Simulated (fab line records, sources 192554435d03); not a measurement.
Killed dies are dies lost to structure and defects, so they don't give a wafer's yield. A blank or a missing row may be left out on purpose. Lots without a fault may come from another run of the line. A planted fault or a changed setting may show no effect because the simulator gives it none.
Problem report in the 8D (eight disciplines) form, filled by code | flow n5_finfet | the parts of the form that need people (team, actions taken, sign-off) are left out

1. THE PROBLEM
etch_rf_on_time_s at N5_FIN_CUT_ETCH_20 reads a mean of 75.8 s on 2 wafers of 2 lots; wafers without a fault read 43.8 s with a standard deviation of 1.6. That is +20 standard deviations from the usual mean.
The step: etches SiARC in CF4, target depth 26 nm, time 43.3 s.
First seen on wafer L332.3, day 4 15:59, on rie_diel-04. The record holds 16 wafers of 6 lots with a number at this step. Rule for "out", or "out of limits": more than 4 standard deviations from the usual mean. The other wafers with a number count as sound.

2. WHAT IT IS AND WHAT IT IS NOT
question                    | is                | is not
which readings at this step | etch_rf_on_time_s | chamber_pressure_mTorr, drypump_motor_current_A, rf_vpp_V, showerhead_plenum_p_Torr, throttle_valve_pct
which lots                  | L332, L333        | L322, L336, L344, L345
which wafers of those lots  | L332.3, L333.4    | L332.2, L333.5
read on which tools         | rie_diel-04       | rie_diel-06
when                        | from day 4 15:59  | up to then (4 sound wafers); but 10 sound wafers of L333, L336, L344, L345 came after

3. SUSPECTS, AND WHAT RULES EACH OUT
Counting: a tool at a process step up to the reading stays a suspect if it ran every lot that is out. Sound lots after the first of them don't rule it out here, since some wafers of a struck lot are sound.
- rie_diel-04 at N5_FIN_CUT_DESCUM_13 (chemistry O2, time 7 s): kept. It ran every lot that is out, first L332 (day 4 15:56).
- rie_diel-04 at N5_FIN_CUT_ETCH_30 (etches underlayer in N2/H2, target depth 13 nm, time 10.4 s): kept. It ran every lot that is out, first L332 (day 4 15:58).
- rie_diel-04 at N5_FIN_CUT_ETCH_20 (etches SiARC in CF4, target depth 26 nm, time 43.3 s): kept. It ran every lot that is out, first L332 (day 4 15:59). Its own readings are out on those wafers: etch_rf_on_time_s.
Left after counting: rie_diel-04 at N5_FIN_CUT_DESCUM_13, rie_diel-04 at N5_FIN_CUT_ETCH_30, rie_diel-04 at N5_FIN_CUT_ETCH_20.

4. THE CAUSE (what the simulator had put in)
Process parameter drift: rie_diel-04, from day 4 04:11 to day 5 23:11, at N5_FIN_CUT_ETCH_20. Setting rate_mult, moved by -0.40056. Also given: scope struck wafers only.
Counting left 3 suspects, and this tool is among them.

5. THE CHAIN OF EFFECTS, in route order
Each row: a reading whose mean over the struck wafers that have a number lies more than 3 standard deviations from the usual. Only readings for which the record gives a usual standard deviation are gone through. hours: the time from each lot's start at the first step in this table that gives one to its start at this step, as a median over the lots. sigmas: the change in usual standard deviations.
hours | step               | reading           | usual  | on struck wafers | change | sigmas
0     | N5_FIN_CUT_ETCH_20 | etch_rf_on_time_s | 43.8 s | 75.8             | +32.0  | +20
The process steps in it:
- N5_FIN_CUT_ETCH_20: etches SiARC in CF4, target depth 26 nm, time 43.3 s.

6. WHAT WOULD HAVE CAUGHT IT SOONER
In this record the first reading out of limits was taken at day 4 15:59, 12 hours after the fault began at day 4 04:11.
